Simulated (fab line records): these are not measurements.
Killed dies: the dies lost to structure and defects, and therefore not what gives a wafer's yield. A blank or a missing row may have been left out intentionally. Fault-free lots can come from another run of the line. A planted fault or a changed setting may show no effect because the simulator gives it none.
fab line records	flow n5Finfet
[record] lots = 9	wafers = 26	lastDay = 17
route steps=1938 shown BEOL_M1@775 BEOL_M4@1111 PASSIVATION@1936
lots untouched by any fault: they come from a run of this same line in which no faults occurred
startH: start of the lot's first displayed wafer, in hours after the record's first day	waitH: hours since the lot's step before	" repeats the value in the row above	L1.1+2: several wafers, shown together as one row	- no value, or no start given	* or withheld: withheld	< > ~ a bound
route shown NAME@n: a module of which the file shows steps, and the number in the route of the first	usual: mean/standard deviation taken from wafers without a fault	same: alike in all rows	chamber/n: place in a boat	sites: readings site by site	_std_site: the standard deviation of these	_edge_site: outer sites' mean less inner sites'	radiusMm: how far each site lies from the wafer's centre	mask NAME#n: copy n	behind: the tool/chamber that last shaped the wafer	hold: cause of the lot's hold/its duration in hours/its outcome	device: names the non-switching transistor (n, p or np)	end of line: the route-end tests of the same wafers	a step given without rows: its recipe and nothing more	killed: the dies lost at the first sort to structure and to defects; this is not the yield of the wafer	map: a wafer's dies, x killed, . not, _ none there
set.NAME: the run value of the setting; set.NAME@STEP: its run value at that earlier step	model.NAME: the simulator's own value behind a step, which no gauge read
one table for each step of the route and one row for each wafer, over a sample of lots
services: the hour from which a tool's chamber was out of use, counted from the record's first day as startH (under 0 if before that day), plus the number of hours and why
[[steps]]
[step N5_BEOL_M1_STRIP_19]
[recipe] chemistry = O2	powerW = 400	tempC = 40	pressureMtorr = 30	rfFrequencyHz = 6e+07	biasPowerW = 0	overashFraction = 0.2	o2FlowSccm = 225
[usual] chamberPressureMTorr = 29.999/0.028	drypumpMotorCurrentA = 5.7/0.35	oesProductAu = 0.81/0.072	rfVppV = 3.6/0.49	showerheadPlenumPTorr = 2.11/0.083	throttleValvePct = 16.64/0.22
[same] overashFraction = 0.2
lot.wafer	tool	chamber	startH	waitH	chamberPressureMTorr	drypumpMotorCurrentA	oesProductAu	rfHoursCounterH	rfVppV	showerheadPlenumPTorr	throttleValvePct
L932.2	rieDiel-04	1	121.73	0.1	29.999	5.5	0.71	192	3.3	2.07	16.62
L932.4	"	1	"	"	30.035	5.5	0.71	-	3.6	2.07	16.61
L932.5	"	2	"	"	29.980	5.4	0.85	-	3.8	2.03	16.67
L933.1	rieDiel-02	1	131.15	0.1	29.969	5.6	0.92	30	3.7	2.26	16.44
L933.3	"	0	"	"	30.029	5.1	0.77	142	3.4	2.21	16.96
L933.6	"	1	"	"	29.961	5.6	0.92	-	3.8	2.26	16.44
L938.2	rieDiel-04	2	156.44	0.1	30.028	5.3	0.82	86	3.6	2.02	16.72
L938.3	"	0	"	"	29.980	5.7	0.94	7	4.0	2.07	16.36
L938.6	"	1	"	"	29.982	5.5	0.71	-	4.3	2.06	16.65
L940.1	rieDiel-02	2	168.84	0.2	29.996	6.5	0.80	76	4.5	2.04	16.99
L940.2	"	0	"	"	29.986	5.1	0.76	153	3.8	2.21	16.99
L940.4	"	3	"	"	29.981	5.8	0.84	69	4.3	2.23	16.25
L942.1	rieDiel-04	2	187.60	0.1	29.963	5.3	0.83	95	2.8	2.02	16.73
L942.5	"	1	"	"	29.988	5.5	0.71	-	3.4	2.06	16.66
L942.6	"	2	"	"	30.083	5.4	0.82	-	3.9	2.02	16.73
L952.1	rieDiel-02	0	246.23	0.1	29.960	5.1	0.74	177	3.5	2.20	17.02
L952.5	"	0	"	"	29.956	5.1	0.74	-	3.0	2.20	17.03
L952.6	"	2	"	"	29.988	6.5	0.78	-	4.4	2.03	17.07
L954.1	rieDiel-04	3	249.51	0.2	29.990	6.0	0.85	44	3.7	2.13	16.73
L954.5	"	2	"	"	30.030	5.3	0.79	-	3.3	2.02	16.75
L953.2	rieDiel-06	3	253.87	0.1	30.033	5.6	0.73	184	3.7	2.18	16.68
L953.3	"	2	"	"	30.001	6.0	0.80	102	3.1	2.22	16.60
L953.5	"	1	"	"	30.022	6.2	0.83	-	3.9	2.04	16.34
L955.2	rieDiel-06	2	258.69	0.1	30.026	6.0	0.81	104	3.1	2.22	16.59
L955.3	"	0	"	"	29.985	5.6	0.70	223	3.5	2.01	16.96
L955.6	"	1	"	"	29.996	6.2	0.83	-	3.9	2.04	16.37
[step N5_BEOL_M1_VIA_ETCH_34]
[recipe] chemistry = C4F6/O2	targetDepthA = 678	maskMaterial = SOC	pressureMtorr = 15	ionEnergyEv = 250	taperDeg = 4	timeS = 64.4	sourceW = 350	biasW = 170	Ar_flow_sccm = 300	C4F6_flow_sccm = 10	O2_flow_sccm = 10
[usual] chamberPressureMTorr = 15.003/0.015	drypumpMotorCurrentA = 5.8/0.42	oesProductAu = 0.82/0.068	rfVppV = 661/8	runLengthS = 87.8/0.52	showerheadPlenumPTorr = 2.87/0.11	throttleValvePct = 30.7/0.35
lot.wafer	tool	chamber	startH	waitH	chamberPressureMTorr	drypumpMotorCurrentA	oesProductAu	rfHoursCounterH	rfVppV	runLengthS	showerheadPlenumPTorr	throttleValvePct
L932.2	rieDiel-04	3	124.88	0.0	15.025	6.0	0.95	9	651	88.4	2.90	30.8
L932.4	"	3	"	"	14.994	6.0	0.96	-	651	88.2	2.90	30.8
L932.5	"	1	"	"	14.993	5.5	0.71	-	674	87.2	2.83	30.8
L933.1	rieDiel-02	2	135.24	0.0	15.012	6.5	0.81	66	654	87.8	2.74	31.1
L933.3	"	3	"	"	14.985	5.9	0.85	59	664	87.0	3.02	30.4
L933.6	"	1	"	"	15.015	5.6	0.91	-	654	87.3	3.01	30.5
L938.2	rieDiel-06	3	167.11	0.0	15.010	5.6	0.76	156	675	87.3	2.93	30.4
L938.3	"	1	"	"	15.015	6.2	0.86	47	654	87.9	2.78	30.3
L938.6	"	2	"	"	14.996	6.0	0.83	-	670	87.9	2.99	30.6
L940.1	rieDiel-02	0	170.70	0.0	14.996	5.1	0.77	153	670	79.1	2.99	31.3
L940.2	"	1	"	"	15.008	5.6	0.91	41	653	77.8	3.01	30.5
L940.4	"	3	"	"	14.999	5.9	0.84	70	663	87.3	3.02	30.4
L942.1	rieDiel-02	2	189.26	0.0	14.979	6.5	0.80	83	656	78.4	2.74	31.1
L942.5	"	2	"	"	14.999	6.5	0.80	-	653	88.4	2.74	31.1
L942.6	"	1	"	"	15.022	5.6	0.88	-	653	87.1	3.00	30.5
L952.1	rieDiel-06	1	249.61	0.0	15.000	6.2	0.83	69	652	87.8	2.77	30.3
L952.5	"	1	"	"	15.009	6.2	0.84	-	654	87.8	2.77	30.4
L952.6	"	2	"	"	14.975	6.0	0.80	-	671	87.4	2.97	30.6
L954.1	rieDiel-04	1	257.11	0.0	15.009	5.5	0.69	233	673	87.1	2.82	30.8
L954.5	"	3	"	"	14.999	6.0	0.87	-	651	88.2	2.88	30.8
L953.2	rieDiel-04	3	257.58	0.0	14.998	6.0	0.87	47	651	88.8	2.88	30.8
L953.3	"	1	"	"	14.998	5.6	0.69	233	672	87.0	2.81	30.8
L953.5	"	2	"	"	15.010	5.4	0.80	-	657	88.1	2.73	30.8
L955.2	rieDiel-02	2	261.46	0.0	14.993	6.5	0.77	109	654	88.0	2.73	31.1
L955.3	"	1	"	"	15.020	5.6	0.85	72	652	87.6	2.99	30.6
L955.6	"	2	"	"	15.001	6.5	0.76	-	652	88.0	2.73	31.2
[step N5_BEOL_M1_STRIP_97]
[recipe] chemistry = N2/H2	timeS = 10	powerW = 450	tempC = 40	pressureMtorr = 20	rfFrequencyHz = 6e+07	biasPowerW = 7	n2FlowSccm = 200	h2FlowSccm = 200
[usual] chamberPressureMTorr = 20.000/0.017	drypumpMotorCurrentA = 5.8/0.42	oesProductAu = 0.82/0.065	rfVppV = 59.2/0.86	showerheadPlenumPTorr = 2.57/0.1	throttleValvePct = 23.6/0.35
lot.wafer	tool	chamber	startH	waitH	chamberPressureMTorr	drypumpMotorCurrentA	oesProductAu	rfHoursCounterH	rfVppV	showerheadPlenumPTorr	throttleValvePct
L932.2	rieDiel-04	3	-	-	19.967	6.0	0.94	9	58.7	2.58	23.7
L932.4	"	3	"	"	19.997	6.0	0.93	-	58.6	2.58	23.7
L932.5	"	1	"	"	20.010	5.6	0.72	-	60.1	2.50	23.5
L933.1	rieDiel-02	2	-	-	19.988	6.5	0.82	66	59.7	2.47	24.1
L933.3	"	3	"	"	20.002	5.9	0.85	59	60.2	2.68	22.9
L933.6	"	1	"	"	19.982	5.6	0.92	-	59.8	2.71	23.7
L938.2	rieDiel-06	3	-	-	20.009	5.6	0.75	156	59.2	2.64	23.4
L938.3	"	1	"	"	19.988	6.2	0.86	47	59.5	2.49	23.3
L938.6	"	2	"	"	19.970	6.0	0.83	-	58.5	2.66	23.3
L940.1	rieDiel-02	0	-	-	20.011	5.1	0.76	153	59.9	2.65	23.8
L940.2	"	1	"	"	19.982	5.6	0.90	41	59.4	2.71	23.7
L940.4	"	3	"	"	19.993	5.9	0.83	70	59.7	2.67	22.9
L942.1	rieDiel-02	2	-	-	20.004	6.5	0.80	83	59.8	2.46	24.1
L942.5	"	2	"	"	20.020	6.5	0.80	-	58.9	2.46	24.1
L942.6	"	1	"	"	19.981	5.6	0.89	-	59.0	2.71	23.7
L952.1	rieDiel-06	1	-	-	20.009	6.2	0.83	70	59.0	2.48	23.3
L952.5	"	1	"	"	20.008	6.2	0.83	-	60.4	2.48	23.3
L952.6	"	2	"	"	19.979	6.0	0.80	-	59.0	2.65	23.3
L954.1	rieDiel-04	1	-	-	19.971	5.5	0.69	233	58.8	2.48	23.5
L954.5	"	3	"	"	19.985	6.0	0.85	-	59.3	2.56	23.8
L953.2	rieDiel-04	3	-	-	20.026	6.0	0.85	47	59.4	2.56	23.7
L953.3	"	1	"	"	20.012	5.6	0.69	233	59.9	2.48	23.5
L953.5	"	2	"	"	19.994	5.4	0.80	-	59.1	2.43	23.8
L955.2	rieDiel-02	2	-	-	20.012	6.5	0.77	109	58.0	2.45	24.1
L955.3	"	1	"	"	20.008	5.7	0.86	72	60.4	2.70	23.8
L955.6	"	2	"	"	20.017	6.5	0.76	-	59.6	2.45	24.1
[step N5_BEOL_M1_OCD_MEAS_38]
[usual] trenchDepthNm = 55.0/0.85
lot.wafer	tool	chamber	startH	waitH	trenchDepthNm
L932.2	ocd-01	-	125.14	-	56.9
L932.4	"	-	"	"	56.6
L932.5	"	-	"	"	55.1
L933.1	ocd-01	-	135.49	-	54.8
L933.3	"	-	"	"	56.1
L933.6	"	-	"	"	55.0
L938.2	ocd-01	-	167.37	-	54.7
L938.3	"	-	"	"	55.7
L938.6	"	-	"	"	54.6
L940.1	ocd-01	-	170.96	-	56.2
L940.2	"	-	"	"	55.0
L940.4	"	-	"	"	56.1
L942.1	ocd-02	-	189.52	-	55.0
L942.5	"	-	"	"	54.3
L942.6	"	-	"	"	55.1
L952.1	ocd-01	-	249.86	-	55.2
L952.5	"	-	"	"	54.4
L952.6	"	-	"	"	53.2
L954.1	ocd-02	-	257.37	-	54.0
L954.5	"	-	"	"	54.4
L953.2	ocd-01	-	257.84	-	55.2
L953.3	"	-	"	"	55.0
L953.5	"	-	"	"	56.3
L955.2	ocd-01	-	261.72	-	54.2
L955.3	"	-	"	"	54.3
L955.6	"	-	"	"	54.1
[step N5_BEOL_M4_RC_MEAS_101]
[usual] DIBL_N = 37.1/1.9	DIBL_P = 37.2/2.3	IOFF_N = 0.18/0.04	IOFF_P = 0.23/0.044	ION_N = 682/11	ION_P = 468/8.6	SS_N = 71.9/0.68	SS_P = 73.5/0.74	VT_N = 248/3.4	VT_P = -248/3.4
lot.wafer	tool	chamber	startH	waitH	DIBL_N[mV/V]	DIBL_P[mV/V]	IOFF_N[nA/um]	IOFF_P[nA/um]	ION_N[uA/um]	ION_P[uA/um]	SS_N[mV/dec]	SS_P[mV/dec]	VT_N[mV]	VT_P[mV]
L932.2	prober-01	0	170.05	0.2	38.1	37.9	0.19	0.25	676	471	71.6	73.4	248	-247
L932.4	"	0	"	"	35.5	34.4	0.13	0.20	668	460	71.4	72.3	254	-250
L932.5	"	0	"	"	38.4	37.7	0.19	0.25	679	465	72.1	73.3	250	-248
L933.1	prober-02	0	170.25	0.0	39.1	38.0	0.19	0.24	673	463	72.1	74.4	250	-250
L933.3	"	0	"	"	36.4	34.9	0.14	0.20	675	468	71.3	73.4	251	-251
L933.6	"	0	"	"	38.4	36.1	0.16	0.22	668	461	72.4	73.8	248	-249
L938.2	prober-01	0	200.67	0.2	33.4	32.2	0.12	0.17	669	460	71.7	71.5	251	-250
L938.3	"	0	"	"	37.4	36.3	0.18	0.22	675	459	71.8	72.9	251	-248
L938.6	"	0	"	"	34.6	34.1	0.14	0.19	674	462	71.1	72.6	252	-249
L940.1	prober-01	0	212.68	0.0	35.0	34.4	0.14	0.19	672	466	71.7	72.6	250	-251
L940.2	"	0	"	"	37.0	37.8	0.20	0.26	694	481	71.6	73.7	244	-244
L940.4	"	0	"	"	37.2	37.1	0.19	0.23	679	466	72.2	73.2	244	-249
L942.1	prober-01	0	226.21	0.0	36.6	38.5	0.17	0.20	685	461	71.6	74.0	249	-254
L942.5	"	0	"	"	34.3	37.1	0.14	0.18	676	461	70.7	73.0	254	-251
L942.6	"	0	"	"	34.6	35.9	0.14	0.17	675	456	71.0	72.0	251	-255
L952.1	prober-01	0	292.97	0.0	37.6	40.2	0.21	0.29	688	473	72.1	74.6	246	-246
L952.5	"	0	"	"	37.4	39.5	0.19	0.26	681	464	71.8	74.0	247	-246
L952.6	"	0	"	"	41.7	43.6	0.32	0.37	699	477	73.5	75.8	240	-244
L954.1	prober-01	0	294.81	0.0	36.3	37.3	0.19	0.26	689	471	72.2	73.4	246	-245
L954.5	"	0	"	"	32.8	33.6	0.13	0.20	652	457	71.2	71.7	253	-250
L953.2	prober-02	0	295.52	0.2	35.7	36.0	0.16	0.20	685	469	70.9	73.0	248	-250
L953.3	"	0	"	"	40.3	39.2	0.23	0.24	684	461	72.7	74.4	245	-252
L953.5	"	0	"	"	36.5	36.0	0.16	0.20	685	468	71.6	73.3	249	-253
L955.2	prober-02	0	297.97	0.2	36.4	36.7	0.17	0.21	672	459	71.2	73.0	248	-252
L955.3	"	0	"	"	36.8	36.7	0.17	0.22	671	454	72.2	73.5	248	-250
L955.6	"	0	"	"	37.0	37.2	0.18	0.23	675	460	71.9	73.8	247	-250
[step N5_PASSIVATION_PROBE_49]
[usual] defectLimitedYield = 91.5/1.4	killed_at_M0_to_M3 = 32/9.7	killed_at_M4_up = 14/5.3	killedAtContacts = 11/6	killedAtFrontEnd = 39/14	killedAtOther = 3.3/2.7	killedDies = 100/17	killedOpen = 66/13	killedShort = 32/7.4	sort_bin_4_leakage = 0.02/0.16	sort_bin_5_function = 4.9/0.9	sort_bin_6_memory = 3.2/0.72	sortNPass = 1080/17	sortYieldPct = 91.5/1.4
[same] grossDies = 1180	killedAtBackSide = 0	sort_bin_8_speed[%] = 0
lot.wafer	tool	chamber	startH	waitH	defectLimitedYield[%]	killed_at_M0_to_M3	killed_at_M4_up	killedAtContacts	killedAtFrontEnd	killedAtOther	killedDies	killedOpen	killedShort	sort_bin_4_leakage[%]	sort_bin_5_function[%]	sort_bin_6_memory[%]	sortNPass	sortYieldPct[%]
L940.4	prober-02	-	311.48	0.2	92.4	25	7	10	45	3	90	55	33	0	4.2	2.8	1090	92.4
L953.2	prober-02	-	392.33	0.1	90.8	52	25	2	28	1	108	70	35	0	5.4	3.3	1072	90.8
L953.3	prober-02	-	392.38	0.1	91.8	39	15	2	41	0	97	61	28	0	4.3	2.9	1083	91.8
L953.5	prober-02	-	392.48	0.2	89.4	40	21	8	55	1	125	80	36	0	5.5	4.2	1055	89.4
L955.2	prober-01	-	403.01	0.1	93.2	21	7	11	41	0	80	61	16	0	3.3	2.9	1100	93.2
L955.3	prober-01	-	403.06	0.1	92.9	15	11	7	46	5	84	50	34	0	4.7	1.9	1096	92.9
L955.6	prober-01	-	403.21	0.3	92.0	24	22	13	27	8	94	64	30	0	4.7	3.0	1086	92.0
// killed by level:class
L940.4 FIN_SAQP:geometricParticle:short=16 STI_FIN_REVEAL:geometricParticle:open=10 MOL_CONTACT_COAG:geometricParticle:open=9 FIN_SAQP:geometricParticle:open=7 BEOL_M0_SAQP:geometricParticle:open=5 BEOL_M1:geometricParticle:open=5 BEOL_M0_SAQP:geometricParticle:short=4 BEOL_M2:geometricParticle:open=4
L953.2 BEOL_M0_SAQP:geometricParticle:open=19 BEOL_M0_SAQP:geometricParticle:short=13 BEOL_M3:geometricParticle:open=9 FIN_SAQP:geometricParticle:open=8 BEOL_M4:geometricParticle:open=8 BEOL_M1:geometricParticle:open=6 FIN_SAQP:geometricParticle:short=5 BEOL_M5:geometricParticle:short=4
L953.3 BEOL_M0_SAQP:geometricParticle:open=15 FIN_SAQP:geometricParticle:open=12 BEOL_M0_SAQP:geometricParticle:short=10 BEOL_M4:geometricParticle:open=10 FIN_SAQP:geometricParticle:short=8 HKMG_FIN:areaEtch=7 BEOL_M1:geometricParticle:open=6 BEOL_M3:geometricParticle:open=4
L953.5 FIN_SAQP:geometricParticle:short=10 FIN_SAQP:geometricParticle:open=10 BEOL_M0_SAQP:geometricParticle:open=10 BEOL_M3:geometricParticle:open=10 HKMG_FIN:areaEtch=8 BEOL_M1:geometricParticle:open=7 MOL_CONTACT_COAG:geometricParticle:open=6 BEOL_M4:geometricParticle:open=5
L955.2 STI_FIN_REVEAL:geometricParticle:open=13 MOL_CONTACT_COAG:geometricParticle:open=8 FIN_SAQP:geometricParticle:open=7 BEOL_M0_SAQP:geometricParticle:open=7 STARTING-WAFER:geometricParticle:open=6 GATE_CUT:geometricParticle:short=4 BEOL_M0_SAQP:geometricParticle:short=4 BEOL_M3:geometricParticle:open=4
L955.3 STI_FIN_REVEAL:geometricParticle:open=10 GATE_CUT:geometricParticle:short=7 GATE_CUT:geometricParticle:open=6 MOL_CONTACT_COAG:geometricParticle:open=6 FIN_SAQP:geometricParticle:short=5 FIN_SAQP:geometricParticle:open=5 STI_FIN_REVEAL:geometricParticle:short=4 BEOL_M3:geometricParticle:open=4
L955.6 MOL_CONTACT_COAG:geometricParticle:open=11 STI_FIN_REVEAL:geometricParticle:open=8 BEOL_M0_SAQP:geometricParticle:open=7 BEOL_M4:geometricParticle:open=7 BEOL_M5:geometricParticle:open=5 GATE_CUT:geometricParticle:short=4 BEOL_M1:geometricParticle:open=4 PASS1_CAP:geometricParticle:short=4
[[services]]
tool	chamber	startH	hours	kind
rieDiel-04	0	107.21	-	clean
rieDiel-04	0	107.21	-	consumableReplace:focusRing
rieDiel-04	0	107.21	27.2	scheduledDown
rieDiel-04	0	107.21	27.2	ventCycle
rieDiel-02	3	139.39	2.0	repair
rieDiel-04	3	146.43	9.5	repair
rieDiel-06	1	181.26	7.0	repair
rieDiel-06	2	187.71	4.6	repair
rieDiel-02	3	240.22	32.8	repair
[[key]]
[firstSign] step = N5_BEOL_M1_VIA_ETCH_34	reading = runLengthS	direction = down	sigmas = 18	usual = *	struck = *
effect none on later readings
metAt N5_BEOL_M1_VIA_ETCH_34
struckLots L940,L942
struckWafers L940.1,L940.2,L942.1
notActingAt N5_BEOL_M1_STRIP_19,N5_BEOL_M1_STRIP_97,N5_BEOL_M1_OCD_MEAS_38
onsetBetween 135.24 170.70
[fault] kind = processParameterDrift	tool = rieDiel-02	chamber = -	onsetH = 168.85	steps = N5_BEOL_M1_VIA_ETCH_34	channel = timeS	offset = *	shape = step	endH = 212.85	scope = struckWafersOnly	actsIn = *	stated = *
